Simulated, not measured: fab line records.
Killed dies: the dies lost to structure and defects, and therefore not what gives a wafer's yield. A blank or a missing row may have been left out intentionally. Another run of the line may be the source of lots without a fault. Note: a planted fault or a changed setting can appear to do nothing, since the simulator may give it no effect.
A struck lot beside a sound one -- flow n5 finfet -- 15 out of 1938 route steps
Sound: the wafers L519.2, L519.4, L519.6. Struck: wafer L534.5; the same lot's L534.3 was not struck, so it is left out; see the end for the cause.
Per side, at each step with rows, come the tool, then ch with its chambers, and then its first start. Under that, the readings that differ: sound wafers -- struck wafers -- difference of the means -- sigmas: that difference in standard deviations of wafers without a fault.
alike: same words and numbers on both sides, and readings whose means sit less than 2 such deviations apart. not compared: any withheld reading, any reading some wafer has no value for, any bound like >300 that may hide the same value, and any number with overlapping values for which the record gives no deviation.
A row with sigmas, a row that says differs or no value, or rows on one side alone: a step with any of these is where the two part. When numbers do not overlap yet have no deviation, they are printed without sigmas and do not part them. A reading missing from all wafers of one side parts the sides only when that side holds two or more wafers.

first, 2 steps without rows for these wafers: N5_STI_FIN_REVEAL_STRIP_35 (strips Si3N4 in H3PO4, target depth 4 nm, time 39 s); N5_STI_FIN_REVEAL_SRD_21 (time 30 s).
N5_STI_FIN_REVEAL_OXIDATION_33: chemistry O2 PLASMA REMOTE, time 20 s.
  sound on plasma asher-02 ch 0,1, day 3 03:17; struck on plasma asher-01 ch 0, day 6 19:10
  alike: chamber pressure mTorr, drypump motor current A, heater power w, temp c
  not compared: rf hours counter h
then, 2 steps without rows for these wafers: N5_STI_FIN_REVEAL_CLEAN_19 (cleans in O3/DIW, time 120 s); N5_STI_FIN_REVEAL_SRD_23 (time 30 s).
N5_STI_FIN_REVEAL_CD_MEAS_22: target cd 6.238 nm, pitch 28 nm.
  sound: cd sem-02 at day 3 03:26; struck: cd sem-03 at day 6 19:19
  alike: cd nm
N5_STI_FIN_REVEAL_FIN_H_MEAS_10:
  sound: ocd-01 at day 3 03:28; struck: ocd-01 at day 6 19:21
  alike: trench depth nm
then, 2 steps without rows for these wafers: N5_STI_FIN_REVEAL_PRECLEAN_18 (cleans in SC2, time 45 s); N5_STI_FIN_REVEAL_SRD_28 (time 30 s).
N5_STI_FIN_REVEAL_INSPECT_13: inspects for defects (darkfield).
  sound: defect inspect-01 at day 3 03:34; struck: defect inspect-02 at day 6 19:26
  alike: raw defect count
then, 2 steps without rows for these wafers: N5_DUMMY_GATE_PRECLEAN_00 (cleans in O3/DIW, time 60 s); N5_DUMMY_GATE_SRD_01 (time 30 s).
N5_DUMMY_GATE_ALD_02: deposits SiO2, target thk 2 nm, pulse time 1 s.
  sound on ald sin-03 ch 0,3, day 3 03:52; struck on ald sin-03 ch 3, day 6 19:54
reading,sound,struck,difference,sigmas
model.SiO2_of_DUMMY_GATE_ALD_02.thk nm (nm),2 2 2,3.4,+1.4,
  alike: heater power outer w, heater power w, precursor pulse height rel, susceptor temp C
then, 1 step without rows for these wafers: N5_DUMMY_GATE_CVD_03 (deposits a-Si from SiH4, target thk 150 nm, time 8042 s).
N5_PASSIVATION_PROBE_49:
  sound wafers here have rows in the record (prober-01, day 12 14:36); struck ones have none

## WHERE THEY PART
At N5_PASSIVATION_PROBE_49 and nowhere else, as far as this record goes.

WHY: the cause the simulator had injected
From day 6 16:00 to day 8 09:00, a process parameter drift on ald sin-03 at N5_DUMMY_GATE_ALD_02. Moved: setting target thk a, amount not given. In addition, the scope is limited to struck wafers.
